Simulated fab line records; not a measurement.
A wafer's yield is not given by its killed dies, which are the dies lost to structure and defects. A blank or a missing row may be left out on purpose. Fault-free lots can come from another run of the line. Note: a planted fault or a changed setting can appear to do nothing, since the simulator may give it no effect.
2 desks, one fault ; flow n5_finfet ; every desk sees just its own numbers, and what lay behind them comes last

## THE TOOL OWNER'S DESK: rie_diel-05
The tool's own readings at N5_BEOL_M13_TRENCH_ETCH_34 (etches SiOC in C4F8/O2/Ar, target depth 413.47 nm, time 162.6 s): means of the sampled wafers that have a number, for each lot that ran on this tool. Marked OUT: a lot whose mean sits more than 4 standard deviations from the usual mean, which makes it out of limits; the brackets give that distance.
Columns: A = drypump_motor_current_A at N5_BEOL_M13_TRENCH_ETCH_34, usual 5.7 A; B = oes_product_au at N5_BEOL_M13_TRENCH_ETCH_34, usual 0.78 a.u.; C = rf_vpp_V at N5_BEOL_M13_TRENCH_ETCH_34, usual 665 V; D = showerhead_plenum_p_Torr at N5_BEOL_M13_TRENCH_ETCH_34, usual 3.39 Torr; E = throttle_valve_pct at N5_BEOL_M13_TRENCH_ETCH_34, usual 24.28 %
lot;first seen here;A;B;C;D;E
L744;day 13 23:16;5.5;0.79;665;3.38;24.14
L743;day 13 23:49;5.9;0.75;665;3.42;24.14
L746;day 15 00:52;6.0;0.74;664;3.38;24.24
L747;day 15 04:07;5.4;0.84;664;3.34;24.20
This desk's finding: nothing out of limits on any of the 4 lots.

## THE METROLOGY DESK
What the gauges read, lot by lot, whatever tool the lot ran on: means of the sampled wafers that have a number. Marked OUT: a lot whose mean sits more than 4 standard deviations from the usual mean, which makes it out of limits; the brackets give that distance. Readings shown: 7 of its 28, picked as those furthest out on some lot.
Columns: A = trench_depth_nm at N5_BEOL_M13_OCD_MEAS_35, usual 414 nm; B = M13_THK at N5_BEOL_M13_THK_MEAS_50, usual 426 nm; C = M13_RS at N5_BEOL_M13_RS_MEAS_54, usual 0.0448 ohm/sq; D = COMB_M8 at N5_BEOL_M15_RC_MEAS_101, usual 2.6e-11 S/m; E = SERP_M13 at N5_BEOL_M15_RC_MEAS_101, usual 0.309 ohm/um; F = SERP_M13_max_site at N5_BEOL_M15_RC_MEAS_101, usual 0.313 ohm/um; G = SERP_M8 at N5_BEOL_M15_RC_MEAS_101, usual 13.8 ohm/um
lot;first seen here;A;B;C;D;E;F;G
L744;day 13 23:27;418;433;0.0445;2.7e-11;0.303;0.306;14.0
L743;day 13 23:59;410;420;0.0454;2.5e-11;0.313;0.316;14.1
L745;day 14 16:47;416;430;0.0446;3.1e-11;0.306;0.308;14.9
L746;day 15 01:02;406;413;0.0458;3.6e-11;0.317;0.321;13.6
L747;day 15 04:18;401;412;0.0465;2.1e-11;0.321;0.324;13.8
L756;day 17 07:04;414;425;0.0451;1.9e-11;0.309;0.312;13.2
L758;day 17 22:40;414;425;0.0447;2.3e-11;0.308;0.311;13.3
This desk's finding: nothing out of limits on any of the 7 lots.

## PUT TOGETHER
The desk of the tool owner found nothing out of limits.
The metrology desk saw nothing out of limits.

## WHAT HAD BEEN PUT IN BY THE SIMULATOR
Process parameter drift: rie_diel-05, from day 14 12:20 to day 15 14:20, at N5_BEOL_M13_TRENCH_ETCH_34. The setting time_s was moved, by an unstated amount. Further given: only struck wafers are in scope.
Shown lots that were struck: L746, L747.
